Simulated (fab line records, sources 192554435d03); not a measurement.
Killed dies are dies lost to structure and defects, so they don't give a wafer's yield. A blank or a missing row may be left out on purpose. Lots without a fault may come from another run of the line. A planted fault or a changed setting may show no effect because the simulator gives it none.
A struck lot beside a sound one | flow n5_finfet | 37 steps out of a route of 1938
Sound: wafers L222.1, L222.2, L222.5. Struck: wafers L230.2, L230.4, L230.5. The cause comes at the end.
At each step with rows: each side's tool, then ch and its chambers, then its first start. Under that, the readings that differ: sound wafers | struck wafers | difference of the means | sigmas: that difference in standard deviations of wafers without a fault.
alike: readings whose means differ by less than 2 such deviations, and words and numbers that are the same on both sides. not compared: withheld readings, readings that some wafer has no value for, bounds like >300 that may hide the same value, and numbers for which the record gives no deviation and whose values overlap.
The two part at a step that has a row with sigmas, a row that says differs or no value, or rows on one side only. Numbers that don't overlap but have no deviation are shown without sigmas and don't part them. A reading that every wafer of one side lacks parts them only if that side has two wafers or more.

first, 9 steps without rows for these wafers: N5_BEOL_M6_ALD_77 (deposits TaN, target thk 2 nm, pulse time 2 s, purge time 3 s); N5_BEOL_M6_SURFACE_TREAT_79; N5_BEOL_M6_CVD_78 (deposits Co from CCTBA/H2, target thk 2 nm, time 142.3 s); N5_BEOL_M6_SPUTTER_48 (material Cu, target thk 10 nm, time 1.667 s); N5_BEOL_M6_ECD_50 (material Cu, target thk 300 nm); N5_BEOL_M6_ANNEAL_51 (time 90 s); N5_BEOL_M6_CMP_52 (polishes, stops on SiCOH lowk, t overpolish 6.9 s, target thk 80 nm); N5_BEOL_M6_PRE_CLEAN_55 (time 15 s); N5_BEOL_M6_DEP_56 (deposits SiCN from 3MS/NH3, target thk 10 nm, time 17.5 s).
N5_BEOL_M7_ILD_DEP_00: deposits SiCOH lowk from DEMS/porogen, target thk 179.75 nm, time 33.4 s.
  sound on pecvd-03 ch 1,2, day 9 04:03; struck on pecvd-03 ch 0,1,2, day 11 11:00
  reading                                            | sound                | struck               | difference | sigmas
  susceptor_temp_C (C)                               | 300.05 299.71 299.95 | 291.20 291.41 291.55 | -8.52      | -45
  model.SiCOH_lowk_of_BEOL_M7_ILD_DEP_00.thk_nm (nm) | 177.4 180 181.8      | 193 192 194.2        | +13        |
  alike: heater_power_w, showerhead_plenum_p_Torr, throttle_valve_pct
then, 1 step without rows for these wafers: N5_BEOL_M7_CURE_74 (cures SiCOH lowk, time 240 s).
N5_BEOL_M7_THK_MEAS_01:
  sound on film_metro-01, day 9 04:37; struck on film_metro-01, day 11 11:34
  reading         | sound             | struck            | difference | sigmas
  M7_ILD_THK (nm) | 152.9 155.1 156.9 | 166.6 165.6 167.5 | +11.6      | +6
then, 23 steps without rows for these wafers: N5_BEOL_M7_PECVD_70 (deposits SiO2 from TEOS/O2, target thk 20 nm, time 22.7 s); N5_BEOL_M7_HM_DEP_02 (deposits TiN, target thk 20 nm); N5_BEOL_M7_COAT_59 (time 60 s, resist thk 100 nm); N5_BEOL_M7_COAT_60 (time 60 s, resist thk 35 nm); N5_BEOL_M7_COAT_05 (resist thk 90 nm); N5_BEOL_M7_EBR_07; N5_BEOL_M7_SOFTBAKE_06 (time 60 s); N5_BEOL_M7_EXPOSE_08 (exposes mask M7); N5_BEOL_M7_PEB_09 (peb time 60 s); N5_BEOL_M7_DEVELOP_10 (develop time 30 s); N5_BEOL_M7_DESCUM_16 (chemistry O2, time 7.9 s); N5_BEOL_M7_ETCH_61 (etches SiARC in CF4, target depth 45.5 nm, time 75.8 s); N5_BEOL_M7_ETCH_62 (etches SOC in N2/H2, target depth 110 nm, overetch 22 nm, time 165 s); N5_BEOL_M7_STRIP_68 (strips in N2/H2); N5_BEOL_M7_STRIP_67 (strips in CF4); N5_BEOL_M7_HM_OPEN_17 (chemistry Cl2/BCl3, target TiN, target depth 20 nm, overetch 6 nm); N5_BEOL_M7_STRIP_19 (strips in O2); N5_BEOL_M7_COAT_63 (time 60 s, resist thk 60 nm); N5_BEOL_M7_COAT_64 (time 60 s, resist thk 12 nm); N5_BEOL_M7_COAT_71 (time 60 s, resist thk 5 nm); N5_BEOL_M7_COAT_22 (resist thk 30 nm); N5_BEOL_M7_EBR_24; N5_BEOL_M7_SOFTBAKE_23 (time 60 s).
N5_BEOL_M7_CMP_52: polishes, stops on SiCOH lowk, t overpolish 6.9 s, target thk 80 nm.
  sound on cmp-01 ch 0,3, day 9 13:41; struck on cmp-02 ch 0,2, day 11 17:29
  reading                                            | sound           | struck            | difference | sigmas
  model.SiCOH_lowk_of_BEOL_M7_ILD_DEP_00.thk_nm (nm) | 150 152.2 153.8 | 163.6 162.8 164.6 | +11.7      |
  alike: motor_current_A, platen_rpm
-- the record jumps here: 3 days lie between the struck wafers' starts before and after (it left off in module BEOL_M7 and takes up again in module PASSIVATION, whose first step shown is number 1936 of the route) --
N5_PASSIVATION_PROBE_49:
  sound on prober-01, day 12 13:50; struck on prober-01, day 14 09:31
  reading            | sound | struck   | difference | sigmas
  killed_at_contacts | 9 7 6 | 13 21 30 | +14        | +2
  alike: defect_limited_yield, killed_at_M0_to_M3, killed_at_M4_up, killed_at_front_end, killed_at_other, killed_dies, killed_open, killed_short, sort_bin_5_function, sort_bin_6_memory, sort_n_pass, sort_yield_pct

WHERE THEY PART
First at N5_BEOL_M7_ILD_DEP_00; last, within this record, at N5_PASSIVATION_PROBE_49.

WHY: what the simulator had put in
Process parameter drift: pecvd-03, from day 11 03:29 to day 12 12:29, at N5_BEOL_M7_ILD_DEP_00. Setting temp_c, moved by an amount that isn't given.
